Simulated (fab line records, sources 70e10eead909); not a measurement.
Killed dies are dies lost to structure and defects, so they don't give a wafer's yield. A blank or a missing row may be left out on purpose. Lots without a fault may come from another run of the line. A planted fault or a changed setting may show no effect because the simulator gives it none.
fab line records | flow nand_harc
record lots=24 wafers=72 last_day=24
route steps=1159 shown A_WL_FILL@816 A_CONTACT@854
lots that met no fault: from a run of the same line without faults
start_h: hours from the record's first day to the start of the lot's first wafer shown | wait_h: hours since the lot's step before | " the same as in the row above | L1.1+2: a row that stands for several wafers | - no value, or no start given | * or withheld: withheld | < > ~ a bound
route shown NAME@n: a module of which the file shows steps, and the number in the route of the first | usual: mean/standard deviation of fault-free wafers | same: alike in all rows | chamber/n: place in a boat | sites: the reading at each site | _std_site: their standard deviation | _edge_site: outer sites' mean less inner sites' | radius_mm: how far each site lies from the wafer's centre | mask NAME#n: copy n | behind: the tool/chamber that last shaped the wafer | hold: why the lot was held/for how many hours/how that ended | device: the transistor (n, p or np) that didn't switch | end of line: the same wafers' tests at the end of the route | a step without rows: its recipe alone | killed: dies lost to structure and defects at the first sort, not the wafer's yield | map: a wafer's dies, x killed, . not, _ none there
set.NAME: the setting as run; set.NAME@STEP: as run at that earlier step | model.NAME: the simulator's own value behind a step, which no gauge read
steps of the route over a sample of lots; a table a step, a row a wafer
services: from which hour (start_h, from the record's first day; less than 0 if before it) a tool's chamber was out of use, for how many hours, and why
## steps
# step NHARC_A_WL_FILL_STRIP_27
# recipe power_w=1500 temp_c=250 time_s=20 chemistry=N2/H2
# usual drypump_motor_current_A=6.00/0.23 heater_power_w=347/20
# columns lot.wafer tool chamber start_h wait_h drypump_motor_current_A heater_power_w rf_hours_counter_h
L074.2 plasma_asher-01 1 340.94 0.5 6.29 333 16
L074.1 " 0 " " 5.89 361 16
L074.6 " 1 " " 6.29 339 -
L075.1 plasma_asher-02 0 342.80 0.1 6.13 387 52
L075.3 " 1 " " 5.67 318 -
L075.5 " 1 " " 5.67 338 -
L077.2 plasma_asher-02 1 356.83 0.1 5.69 324 57
L077.4 " 1 " " 5.67 317 -
L077.5 " 1 " " 5.66 318 -
L076.2 plasma_asher-01 0 356.84 0.2 5.86 354 22
L076.3 " 1 " " 6.27 328 -
L076.5 " 1 " " 6.24 343 -
L078.2 plasma_asher-01 0 367.93 0.6 5.91 352 28
L078.5 " 0 " " 5.89 358 -
L078.6 " 1 " " 6.26 343 -
L079.4 plasma_asher-01 0 370.45 0.2 5.85 347 -
L079.3 " 1 " " 6.22 321 -
L079.5 " 1 " " 6.27 331 -
L080.1 plasma_asher-01 0 386.25 0.1 5.87 343 37
L080.4 " 1 " " 6.26 341 -
L080.5 " 0 " " 5.87 350 -
L081.2 plasma_asher-01 0 389.41 0.2 5.84 347 39
L081.4 " 0 " " 5.85 353 -
L081.6 " 1 " " 6.35 337 -
L085.4 plasma_asher-02 1 401.01 0.1 5.66 332 -
L085.3 " 0 " " 6.13 378 -
L085.6 " 0 " " 6.13 377 -
L084.2 plasma_asher-01 1 401.32 0.1 6.32 332 41
L084.4 " 1 " " 6.30 327 -
L084.5 " 0 " " 5.86 347 -
L082.1 plasma_asher-02 0 404.14 0.1 6.13 383 11
L082.4 " 0 " " 6.12 378 -
L082.6 " 1 " " 5.69 322 -
L083.3 plasma_asher-01 1 404.36 0.2 6.25 332 -
L083.5 " 0 " " 5.87 356 -
L083.6 " 1 " " 6.29 335 -
L086.2 plasma_asher-01 0 421.56 0.2 5.85 349 48
L086.4 " 0 " " 5.85 347 -
L086.5 " 0 " " 5.83 348 -
L087.1 plasma_asher-02 0 421.66 0.1 6.15 391 18
L087.2 " 1 " " 5.64 337 18
L087.3 " 0 " " 6.13 393 -
L088.2 plasma_asher-01 0 438.31 0.1 5.86 355 54
L088.4 " 0 " " 5.89 349 -
L088.5 " 1 " " 6.26 333 -
L089.4 plasma_asher-01 0 438.55 0.2 5.89 353 -
L089.3 " 1 " " 6.29 328 -
L089.6 " 0 " " 5.90 359 -
L090.2 plasma_asher-01 0 446.69 0.1 5.85 344 57
L090.4 " 0 " " 5.89 343 -
L090.6 " 0 " " 5.88 352 -
L091.1 plasma_asher-02 1 447.10 0.1 5.66 340 27
L091.2 " 0 " " 6.11 378 27
L091.5 " 1 " " 5.65 332 -
L092.1 plasma_asher-02 0 451.72 0.1 6.12 387 29
L092.3 " 1 " " 5.69 343 -
L092.4 " 0 " " 6.13 380 -
L096.1 plasma_asher-01 0 465.23 0.1 5.87 320 1
L096.3 " 1 " " 6.26 348 -
L096.5 " 0 " " 5.87 326 -
L094.4 plasma_asher-02 0 465.52 0.2 6.13 381 -
L094.3 " 1 " " 5.65 334 -
L094.5 " 1 " " 5.66 341 -
L093.2 plasma_asher-01 0 467.99 0.1 5.84 330 2
L093.4 " 0 " " 5.87 324 -
L093.5 " 0 " " 5.85 329 -
L095.2 plasma_asher-02 1 468.07 0.1 5.65 340 34
L095.5 " 0 " " 6.12 386 -
L095.6 " 1 " " 5.70 334 -
L097.2 plasma_asher-01 0 477.22 0.2 5.88 340 5
L097.1 " 1 " " 6.29 347 5
L097.5 " 1 " " 6.30 353 -
# step NHARC_A_CONTACT_CD_MEAS_42
# recipe target_cd_nm=200 landing_energy_ev=500
# usual cd_nm=199.9/0.52
# columns lot.wafer tool chamber start_h wait_h cd_nm
L074.1 cd_sem-01 0 368.39 - 199.3
L074.2 " 0 " " 199.3
L074.6 " 0 " " 199.5
L075.1 cd_sem-01 0 368.65 - 200.5
L075.3 " 0 " " 200.3
L075.5 " 0 " " 200.6
L076.2 cd_sem-03 0 385.19 - 199.5
L076.3 " 0 " " 200.1
L076.5 " 0 " " 200.5
L077.2 cd_sem-02 0 387.44 - 200.7
L077.4 " 0 " " 200.3
L077.5 " 0 " " 200.3
L078.2 cd_sem-03 0 397.31 - 199.8
L078.5 " 0 " " 200.2
L078.6 " 0 " " 200.1
L079.3 cd_sem-01 0 402.41 - 199.5
L079.4 " 0 " " 199.6
L079.5 " 0 " " 198.8
L080.1 cd_sem-02 0 413.30 - 199.9
L080.4 " 0 " " 200.1
L080.5 " 0 " " 200.4
L081.2 cd_sem-01 0 415.15 - 200.5
L081.4 " 0 " " 200.8
L081.6 " 0 " " 200.5
L084.2 cd_sem-02 0 430.29 - 200.4
L084.4 " 0 " " 200.0
L084.5 " 0 " " 199.5
L085.3 cd_sem-03 0 430.45 - 199.8
L085.4 " 0 " " 200.0
L085.6 " 0 " " 199.5
L083.3 cd_sem-01 0 434.72 - 199.5
L083.5 " 0 " " 199.3
L083.6 " 0 " " 199.3
L082.1 cd_sem-01 0 435.50 - 200.8
L082.4 " 0 " " 200.5
L082.6 " 0 " " 199.7
L087.1 cd_sem-03 0 447.21 - 200.1
L087.2 " 0 " " 199.7
L087.3 " 0 " " 199.9
L086.2 cd_sem-01 0 447.48 - 198.8
L086.4 " 0 " " 198.9
L086.5 " 0 " " 199.0
L088.2 cd_sem-01 0 463.75 - 200.5
L088.4 " 0 " " 199.4
L088.5 " 0 " " 199.9
L089.3 cd_sem-01 0 464.17 - 200.0
L089.4 " 0 " " 199.8
L089.6 " 0 " " 200.3
L090.2 cd_sem-03 0 476.73 - 200.4
L090.4 " 0 " " 199.9
L090.6 " 0 " " 199.7
L091.1 cd_sem-01 0 476.90 - 199.5
L091.2 " 0 " " 200.3
L091.5 " 0 " " 200.1
L092.1 cd_sem-01 0 482.20 - 200.4
L092.3 " 0 " " 200.0
L092.4 " 0 " " 200.2
L095.2 cd_sem-03 0 499.10 - 200.6
L095.5 " 0 " " 200.1
L095.6 " 0 " " 200.3
L093.2 cd_sem-02 0 499.27 - 199.2
L093.4 " 0 " " 199.4
L093.5 " 0 " " 199.8
L094.3 cd_sem-03 0 503.21 - 199.2
L094.4 " 0 " " 199.4
L094.5 " 0 " " 199.1
L096.1 cd_sem-01 0 503.94 - 199.6
L096.3 " 0 " " 199.9
L096.5 " 0 " " 199.7
L097.1 cd_sem-01 0 510.89 - 198.9
L097.2 " 0 " " 199.3
L097.5 " 0 " " 200.3
# step NHARC_A_CONTACT_DESCUM_47
# recipe time_s=3 o2_flow_sccm=200 ar_flow_sccm=0 bias_power_w=0 chemistry=O2
# usual drypump_motor_current_A=5.6/0.46 oes_product_au=0.998/0.0086 rf_vpp_V=57.9/0.87 showerhead_plenum_p_Torr=1.92/0.1 throttle_valve_pct=11.312/0.0094
# columns lot.wafer tool chamber start_h wait_h drypump_motor_current_A oes_product_au rf_hours_counter_h rf_vpp_V showerhead_plenum_p_Torr throttle_valve_pct
L074.2 rie_diel-03 3 368.59 0.1 5.3 0.993 56 58.1 1.78 11.308
L074.1 " 1 " " 4.7 1.002 49 57.8 1.99 11.308
L074.6 " 2 " " 5.2 1.003 - 58.7 2.04 11.302
L075.1 rie_diel-01 0 368.84 0.1 5.7 1.001 9 57.2 2.07 11.308
L075.3 " 3 " " 6.2 1.017 10 57.1 1.89 11.321
L075.5 " 1 " " 6.1 0.995 - 58.6 1.81 11.312
L076.2 rie_diel-01 0 385.39 0.1 5.7 0.987 12 57.7 2.07 11.306
L076.3 " 0 " " 5.7 0.998 - 57.7 2.07 11.309
L076.5 " 0 " " 5.7 0.989 - 59.7 2.07 11.306
L077.2 rie_diel-01 0 387.65 0.1 5.7 0.999 13 58.1 2.07 11.301
L077.5 " 1 " " 6.1 0.978 - 58.3 1.81 11.303
L077.4 " 0 " " 5.7 0.995 - 58.1 2.07 11.306
L078.2 rie_diel-09 1 397.49 0.1 5.0 1.005 51 58.2 1.78 11.313
L078.5 " 1 " " 5.0 1.003 - 56.4 1.78 11.326
L078.6 " 2 " " 5.6 1.001 - 58.0 1.96 11.309
L079.3 rie_diel-01 1 402.64 0.1 6.1 0.987 15 56.6 1.81 11.311
L079.4 " 1 " " 6.0 0.985 - 56.6 1.81 11.300
L079.5 " 3 " " 6.2 0.995 - 58.5 1.88 11.309
L080.1 rie_diel-09 2 413.55 0.1 5.6 0.991 60 56.6 1.96 11.319
L080.4 " 3 " " 5.6 0.999 62 57.9 2.00 11.308
L080.5 " 0 " " 6.4 0.984 - 57.0 1.95 11.306
L081.4 rie_diel-09 1 415.34 0.1 5.0 1.005 58 56.7 1.78 11.311
L081.2 " 2 " " 5.6 1.001 60 57.9 1.96 11.308
L081.6 " 2 " " 5.6 1.006 - 58.9 1.96 11.331
L084.4 rie_diel-01 3 430.47 0.1 6.2 1.003 23 58.3 1.88 11.319
L084.2 " 2 " " 5.5 0.996 15 57.5 1.87 11.327
L084.5 " 0 " " 5.7 0.999 - 57.7 2.07 11.310
L085.3 rie_diel-03 3 430.63 0.1 5.3 0.988 5 56.6 1.78 11.310
L085.6 " 3 " " 5.3 0.992 - 58.9 1.78 11.307
L085.4 " 1 " " 4.7 1.013 - 57.9 1.99 11.328
L083.3 rie_diel-01 0 434.90 0.1 5.7 0.994 23 58.8 2.07 11.303
L083.6 " 0 " " 5.7 0.994 - 59.0 2.07 11.313
L083.5 " 1 " " 6.0 0.986 - 57.8 1.81 11.304
L082.4 rie_diel-03 1 435.75 0.1 4.8 1.004 17 58.5 1.98 11.323
L082.1 " 3 " " 5.3 0.996 9 58.2 1.78 11.315
L082.6 " 1 " " 4.7 1.013 - 58.0 1.98 11.302
L087.2 rie_diel-01 3 447.39 0.1 6.2 0.992 28 58.5 1.88 11.318
L087.1 " 0 " " 5.7 1.000 26 59.2 2.07 11.307
L087.3 " 1 " " 6.0 1.002 25 57.6 1.81 11.304
L086.4 rie_diel-03 0 447.67 0.1 5.8 0.986 7 58.7 1.94 11.308
L086.2 " 1 " " 4.8 1.011 22 57.7 1.98 11.321
L086.5 " 1 " " 4.7 1.003 - 57.2 1.98 11.313
L088.4 rie_diel-01 2 463.94 0.1 5.6 0.981 22 58.6 1.86 11.301
L088.2 " 3 " " 6.2 1.004 31 59.1 1.88 11.324
L088.5 " 2 " " 5.6 0.988 - 57.7 1.86 11.328
L089.4 rie_diel-01 1 464.37 0.1 6.0 1.004 28 56.9 1.81 11.316
L089.3 " 2 " " 5.6 0.993 22 57.1 1.86 11.303
L089.6 " 0 " " 5.7 0.995 - 58.7 2.07 11.307
L090.2 rie_diel-01 0 476.92 0.1 5.7 1.003 32 58.4 2.07 11.310
L090.4 " 1 " " 6.0 0.996 30 56.8 1.81 11.327
L090.6 " 1 " " 6.0 0.999 - 57.6 1.81 11.307
L091.1 rie_diel-03 2 477.10 0.1 5.2 1.005 29 57.3 2.02 11.326
L091.2 " 3 " " 5.3 0.997 27 58.8 1.77 11.294
L091.5 " 1 " " 4.7 1.010 - 58.2 1.98 11.307
L092.4 rie_diel-09 1 482.38 0.1 5.0 1.007 16 57.7 1.77 11.314
L092.3 " 2 " " 5.6 1.003 16 57.0 1.95 11.320
L092.1 " 3 " " 5.6 1.013 17 58.6 1.99 11.295
L095.2 rie_diel-09 1 499.50 0.3 5.0 1.013 23 56.7 1.77 11.308
L095.5 " 0 " " 6.3 1.010 - 57.5 1.94 11.305
L095.6 " 1 " " 5.0 1.002 - 57.0 1.77 11.299
L093.2 rie_diel-03 0 499.76 0.3 5.8 0.983 27 57.1 1.94 11.318
L093.4 " 2 " " 5.2 0.993 35 59.0 2.02 11.312
L093.5 " 3 " " 5.3 0.988 - 56.4 1.77 11.319
L094.3 rie_diel-09 1 503.39 0.1 5.0 0.997 25 56.8 1.77 11.342
L094.4 " 2 " " 5.6 0.987 25 59.3 1.95 11.321
L094.5 " 1 " " 5.0 0.997 - 57.0 1.77 11.311
L096.3 rie_diel-03 2 504.13 0.1 5.2 1.015 37 57.8 2.02 11.307
L096.1 " 1 " " 4.7 1.016 44 58.1 1.98 11.315
L096.5 " 3 " " 5.3 0.993 - 57.0 1.77 11.315
L097.1 rie_diel-01 0 511.08 0.1 5.7 0.999 2 58.6 2.06 11.312
L097.2 " 1 " " 6.1 0.994 1 58.9 1.80 11.318
L097.5 " 3 " " 6.2 0.989 - 58.5 1.88 11.309
# step NHARC_A_CONTACT_ETCH_48
# recipe target_depth_a=390 over_etch_frac=0.3 time_s=65 ion_energy_ev=80 cf4_flow_sccm=150 ar_flow_sccm=0 rf_w=300 bias_w=100 chemistry=CF4
# usual drypump_motor_current_A=5.6/0.45 oes_product_au=0.998/0.0079 rf_vpp_V=151.4/1.4 showerhead_plenum_p_Torr=1.77/0.083 throttle_valve_pct=13.284/0.0093
# columns lot.wafer tool chamber start_h wait_h drypump_motor_current_A oes_product_au rf_hours_counter_h rf_vpp_V showerhead_plenum_p_Torr throttle_valve_pct
L074.1 rie_diel-03 2 368.69 0.1 5.2 1.000 54 154.6 1.87 13.274
L074.2 " 3 " " 5.3 0.987 56 149.9 1.66 13.277
L074.6 " 2 " " 5.2 0.984 - 151.4 1.87 13.274
L075.1 rie_diel-01 2 368.92 0.1 5.6 1.005 11 148.8 1.73 13.303
L075.3 " 0 " " 5.7 0.990 9 153.2 1.91 13.267
L075.5 " 2 " " 5.6 1.006 - 149.2 1.73 13.283
L076.2 rie_diel-01 3 385.52 0.1 6.2 1.001 13 150.5 1.74 13.292
L076.3 " 3 " " 6.1 0.995 - 151.0 1.74 13.280
L076.5 " 0 " " 5.7 1.003 - 152.8 1.90 13.302
L077.2 rie_diel-01 0 387.73 0.1 5.7 0.995 13 153.0 1.90 13.274
L077.4 " 0 " " 5.7 0.999 - 153.2 1.90 13.283
L077.5 " 3 " " 6.2 0.996 - 150.2 1.74 13.280
L078.2 rie_diel-09 1 397.59 0.1 5.0 1.010 51 150.8 1.65 13.268
L078.5 " 3 " " 5.6 0.999 - 152.0 1.84 13.277
L078.6 " 0 " " 6.4 0.995 - 150.1 1.80 13.282
L079.3 rie_diel-01 1 402.74 0.1 6.1 0.984 15 149.6 1.68 13.291
L079.4 " 1 " " 6.1 0.993 - 148.9 1.68 13.262
L079.5 " 3 " " 6.2 1.015 - 150.3 1.74 13.274
L080.1 rie_diel-09 3 413.68 0.1 5.6 0.993 62 152.5 1.84 13.285
L080.4 " 1 " " 5.0 1.004 57 148.3 1.65 13.276
L080.5 " 2 " " 5.6 1.005 - 151.2 1.81 13.279
L081.4 rie_diel-09 1 415.42 0.1 5.0 1.005 58 150.2 1.65 13.265
L081.2 " 0 " " 6.4 0.991 60 151.5 1.80 13.279
L081.6 " 2 " " 5.6 1.005 - 153.0 1.81 13.284
L084.2 rie_diel-01 3 430.57 0.1 6.2 0.997 23 151.0 1.74 13.298
L084.4 " 1 " " 6.1 1.000 20 150.9 1.68 13.285
L084.5 " 3 " " 6.2 1.000 - 150.5 1.74 13.271
L085.3 rie_diel-03 1 430.80 0.2 4.7 1.003 13 152.6 1.83 13.276
L085.6 " 3 " " 5.3 1.004 - 149.8 1.65 13.270
L085.4 " 2 " " 5.2 1.003 - 152.8 1.87 13.279
L083.3 rie_diel-01 0 435.00 0.1 5.7 0.991 23 152.5 1.90 13.306
L083.5 " 1 " " 6.0 0.990 - 149.6 1.68 13.280
L083.6 " 2 " " 5.6 0.994 - 149.7 1.73 13.278
L082.4 rie_diel-03 1 435.96 0.2 4.7 1.004 17 152.4 1.83 13.277
L082.1 " 3 " " 5.3 0.997 9 149.3 1.65 13.276
L082.6 " 2 " " 5.2 1.007 - 152.0 1.87 13.284
L087.1 rie_diel-01 0 447.52 0.1 5.7 0.997 26 154.5 1.90 13.281
L087.3 " 1 " " 6.1 1.014 25 150.3 1.68 13.293
L087.2 " 2 " " 5.6 0.997 20 152.5 1.73 13.298
L086.2 rie_diel-03 0 447.76 0.1 5.7 0.987 7 150.6 1.79 13.274
L086.4 " 1 " " 4.7 1.010 22 152.8 1.83 13.282
L086.5 " 3 " " 5.3 0.991 - 149.9 1.65 13.291
L088.2 rie_diel-01 2 464.04 0.1 5.6 1.001 22 151.6 1.73 13.294
L088.4 " 3 " " 6.2 1.005 31 149.9 1.74 13.277
L088.5 " 0 " " 5.7 1.005 - 152.9 1.90 13.268
L089.3 rie_diel-01 3 464.44 0.1 6.2 0.993 31 151.1 1.74 13.302
L089.4 " 0 " " 5.7 0.993 30 152.7 1.90 13.290
L089.6 " 3 " " 6.2 0.998 - 151.6 1.74 13.282
L090.2 rie_diel-01 2 477.00 0.1 5.6 0.993 24 151.0 1.73 13.281
L090.4 " 0 " " 5.7 1.001 32 155.1 1.90 13.278
L090.6 " 3 " " 6.2 0.998 - 150.8 1.74 13.299
L091.1 rie_diel-03 3 477.17 0.1 5.3 0.995 27 148.4 1.65 13.276
L091.2 " 0 " " 5.8 0.998 19 150.9 1.79 13.286
L091.5 " 3 " " 5.3 1.002 - 149.7 1.65 13.279
L092.1 rie_diel-09 2 482.47 0.1 5.6 0.991 16 151.0 1.80 13.280
L092.4 " 3 " " 5.6 1.005 17 151.2 1.83 13.279
L092.3 " 0 " " 6.3 0.997 16 152.1 1.79 13.292
L093.4 rie_diel-03 3 499.84 0.1 5.3 1.000 34 151.0 1.65 13.284
L093.2 " 2 " " 5.2 1.004 35 153.8 1.86 13.290
L093.5 " 3 " " 5.3 1.002 - 150.3 1.64 13.285
L095.2 rie_diel-09 3 501.40 1.9 5.6 1.006 26 152.4 1.83 13.288
L095.5 " 0 " " 6.4 0.989 - 151.6 1.79 13.296
L095.6 " 1 " " 4.9 1.008 - 149.9 1.64 13.279
L094.3 rie_diel-09 1 503.49 0.1 5.0 1.000 25 148.8 1.64 13.283
L094.4 " 2 " " 5.6 0.987 25 152.6 1.80 13.298
L094.5 " 3 " " 5.6 1.015 - 151.9 1.83 13.294
L096.3 rie_diel-03 1 504.22 0.1 4.7 1.005 44 151.8 1.82 13.284
L096.1 " 0 " " 5.7 0.995 29 152.7 1.79 13.278
L096.5 " 2 " " 5.2 0.999 - 152.3 1.86 13.276
L097.1 rie_diel-01 0 511.16 0.1 5.7 0.991 2 154.6 1.90 13.291
L097.2 " 3 " " 6.2 0.983 2 150.9 1.74 13.282
L097.5 " 1 " " 6.1 0.980 - 149.3 1.67 13.278
# step NHARC_A_CONTACT_ETCH_119
# recipe source_w=withheld pressure_mtorr=20 bias_v=3000 time_s=94 target_depth_a=9220 ar_flow_sccm=withheld c4f8_flow_sccm=withheld o2_flow_sccm=withheld chemistry=C4F8/O2/Ar
# usual oes_air_line_au=1.000/0.019
# columns lot.wafer tool chamber start_h wait_h oes_air_line_au rf_hours_counter_h
L075.1 har_cap_etch-03 0 370.97 0.1 1.002 81
L075.3 " 0 " " 0.955 -
L075.5 " 0 " " 0.990 -
L074.2 har_cap_etch-02 1 371.12 0.1 1.024 11
L074.1 " 0 " " 0.983 11
L074.6 " 1 " " 1.039 -
L076.2 har_cap_etch-03 1 387.98 0.1 1.019 84
L076.3 " 0 " " 1.016 -
L076.5 " 0 " " 1.005 -
L077.2 har_cap_etch-03 1 389.96 0.1 0.970 85
L077.4 " 0 " " 0.985 -
L077.5 " 0 " " 0.979 -
L078.2 har_cap_etch-02 1 399.60 0.1 0.985 16
L078.6 " 0 " " 1.020 -
L078.5 " 1 " " 0.981 -
L079.4 har_cap_etch-02 1 405.00 0.1 1.029 -
L079.3 " 0 " " 1.004 -
L079.5 " 1 " " 1.023 -
L080.1 har_cap_etch-01 1 415.71 0.1 1.002 64
L080.4 " 0 " " 0.991 -
L080.5 " 0 " " 0.993 -
L081.2 har_cap_etch-03 1 417.44 0.1 0.999 90
L081.4 " 0 " " 1.014 -
L081.6 " 1 " " 1.004 -
L084.2 har_cap_etch-01 1 432.58 0.1 0.990 67
L084.4 " 1 " " 0.997 -
L084.5 " 0 " " 0.979 -
L085.4 har_cap_etch-02 0 434.82 0.1 0.982 -
L085.3 " 1 " " 0.978 -
L085.6 " 0 " " 1.028 -
L083.3 har_cap_etch-01 0 437.03 0.1 1.002 -
L083.6 " 0 " " 1.007 -
L083.5 " 1 " " 1.000 -
L082.1 har_cap_etch-03 1 438.05 0.1 0.992 93
L082.4 " 1 " " 0.990 -
L082.6 " 0 " " 1.011 -
L087.1 har_cap_etch-03 0 449.51 0.1 0.993 96
L087.2 " 1 " " 0.965 96
L087.3 " 1 " " 0.991 -
L086.2 har_cap_etch-02 0 449.85 0.1 0.943 25
L086.4 " 0 " " 0.986 -
L086.5 " 1 " " 0.988 -
L088.2 har_cap_etch-01 0 466.24 0.1 1.023 73
L088.4 " 0 " " 1.016 -
L088.5 " 1 " " 1.027 -
L089.3 har_cap_etch-03 1 466.74 0.1 0.996 -
L089.4 " 0 " " 0.983 -
L089.6 " 0 " " 0.984 -
L090.2 har_cap_etch-02 1 479.02 0.1 1.004 28
L090.4 " 0 " " 0.980 -
L090.6 " 0 " " 0.984 -
L091.1 har_cap_etch-01 0 479.18 0.1 1.018 76
L091.2 " 1 " " 1.008 76
L091.5 " 1 " " 1.007 -
L092.1 har_cap_etch-03 1 484.47 0.1 0.976 102
L092.4 " 1 " " 1.013 -
L092.3 " 0 " " 0.985 -
L093.2 har_cap_etch-01 0 501.95 0.1 0.999 79
L093.4 " 0 " " 0.998 -
L093.5 " 1 " " 1.020 -
L095.2 har_cap_etch-02 0 503.69 0.1 0.985 32
L095.6 " 1 " " 0.997 -
L095.5 " 0 " " 0.998 -
L094.4 har_cap_etch-01 0 505.65 0.1 1.011 -
L094.3 " 1 " " 0.996 -
L094.5 " 0 " " 1.006 -
L096.1 har_cap_etch-03 1 506.25 0.1 1.002 105
L096.3 " 1 " " 0.998 -
L096.5 " 1 " " 1.029 -
L097.2 har_cap_etch-02 0 513.19 0.1 0.976 34
L097.1 " 1 " " 0.979 34
L097.5 " 1 " " 0.990 -
# step NHARC_A_CONTACT_ETCH_121
# recipe source_w=withheld pressure_mtorr=20 bias_v=3000 time_s=94 target_depth_a=9220 ar_flow_sccm=withheld c4f8_flow_sccm=withheld o2_flow_sccm=withheld chemistry=C4F8/O2/Ar
# usual oes_air_line_au=1.000/0.017
# columns lot.wafer tool chamber start_h wait_h oes_air_line_au rf_hours_counter_h
L075.1 har_cap_etch-03 0 371.15 0.1 0.973 81
L075.3 " 0 " " 0.979 -
L075.5 " 0 " " 0.974 -
L074.2 har_cap_etch-02 1 371.30 0.1 0.996 11
L074.1 " 0 " " 1.002 11
L074.6 " 1 " " 0.995 -
L076.2 har_cap_etch-03 1 388.16 0.1 1.025 84
L076.3 " 0 " " 1.027 -
L076.5 " 0 " " 0.994 -
L077.2 har_cap_etch-03 1 390.14 0.1 0.965 86
L077.4 " 0 " " 1.002 -
L077.5 " 0 " " 1.026 -
L078.2 har_cap_etch-02 1 399.78 0.1 0.986 16
L078.6 " 0 " " 1.001 -
L078.5 " 1 " " 0.981 -
L079.4 har_cap_etch-02 1 405.18 0.1 0.973 -
L079.3 " 0 " " 0.989 -
L079.5 " 1 " " 1.010 -
L080.1 har_cap_etch-01 1 415.89 0.1 0.989 64
L080.4 " 0 " " 1.018 -
L080.5 " 0 " " 1.003 -
L081.2 har_cap_etch-03 1 417.62 0.1 0.969 90
L081.4 " 0 " " 1.020 -
L081.6 " 1 " " 1.013 -
L084.2 har_cap_etch-01 1 432.76 0.1 0.985 67
L084.4 " 1 " " 0.985 -
L084.5 " 0 " " 1.029 -
L085.4 har_cap_etch-02 0 435.00 0.1 0.979 -
L085.3 " 1 " " 0.985 -
L085.6 " 0 " " 1.001 -
L083.3 har_cap_etch-01 0 437.21 0.1 0.990 -
L083.6 " 0 " " 1.022 -
L083.5 " 1 " " 1.003 -
L082.1 har_cap_etch-03 1 438.23 0.1 0.994 93
L082.4 " 1 " " 1.011 -
L082.6 " 0 " " 1.008 -
L087.1 har_cap_etch-03 0 449.69 0.1 1.013 96
L087.2 " 1 " " 1.013 96
L087.3 " 1 " " 0.986 -
L086.2 har_cap_etch-02 0 450.03 0.1 1.024 25
L086.4 " 0 " " 1.007 -
L086.5 " 1 " " 0.988 -
L088.2 har_cap_etch-01 0 466.42 0.1 1.010 73
L088.4 " 0 " " 0.998 -
L088.5 " 1 " " 0.978 -
L089.3 har_cap_etch-03 1 466.93 0.1 0.996 -
L089.4 " 0 " " 1.010 -
L089.6 " 0 " " 0.993 -
L090.2 har_cap_etch-02 1 479.20 0.1 1.017 28
L090.4 " 0 " " 0.971 -
L090.6 " 0 " " 0.965 -
L091.1 har_cap_etch-01 0 479.36 0.1 1.015 76
L091.2 " 1 " " 1.002 76
L091.5 " 1 " " 0.999 -
L092.1 har_cap_etch-03 1 484.66 0.1 1.000 102
L092.4 " 1 " " 0.993 -
L092.3 " 0 " " 1.000 -
L093.2 har_cap_etch-01 0 502.13 0.1 1.027 79
L093.4 " 0 " " 1.002 -
L093.5 " 1 " " 0.980 -
L095.2 har_cap_etch-02 0 503.87 0.1 0.976 32
L095.6 " 1 " " 1.018 -
L095.5 " 0 " " 1.000 -
L094.4 har_cap_etch-01 0 505.83 0.1 1.026 -
L094.3 " 1 " " 1.012 -
L094.5 " 0 " " 1.016 -
L096.1 har_cap_etch-03 1 506.43 0.1 1.003 106
L096.3 " 1 " " 0.995 -
L096.5 " 1 " " 1.016 -
L097.2 har_cap_etch-02 0 513.38 0.1 1.017 34
L097.1 " 1 " " 1.021 34
L097.5 " 1 " " 1.015 -
## services
# columns tool chamber start_h hours kind
rie_diel-01 0 323.84 - clean
rie_diel-01 0 323.84 - consumable_replace:showerhead
rie_diel-01 1 323.84 - clean
rie_diel-01 2 323.84 - clean
rie_diel-01 3 323.84 - clean
rie_diel-01 1 328.22 9.9 repair
plasma_asher-02 - 332.86 4.0 repair
rie_diel-03 - 333.37 0.1 repair
har_cap_etch-03 - 337.85 0.8 repair
rie_diel-09 1 339.50 1.9 repair
rie_diel-09 0 353.43 2.7 repair
plasma_asher-02 - 360.00 9.0 pm
rie_diel-09 0 371.94 1.3 repair
plasma_asher-02 - 373.99 3.7 repair
rie_diel-01 2 381.19 32.8 repair
rie_diel-01 1 383.76 2.5 repair
rie_diel-03 - 392.34 9.0 pm
plasma_asher-01 - 396.06 0.7 repair
rie_diel-03 2 408.24 2.8 repair
rie_diel-01 0 424.13 5.2 repair
rie_diel-09 - 432.52 9.0 pm
plasma_asher-01 - 453.58 9.0 pm
rie_diel-01 - 465.79 1.9 repair
rie_diel-01 - 491.84 9.0 pm
## key
fault none
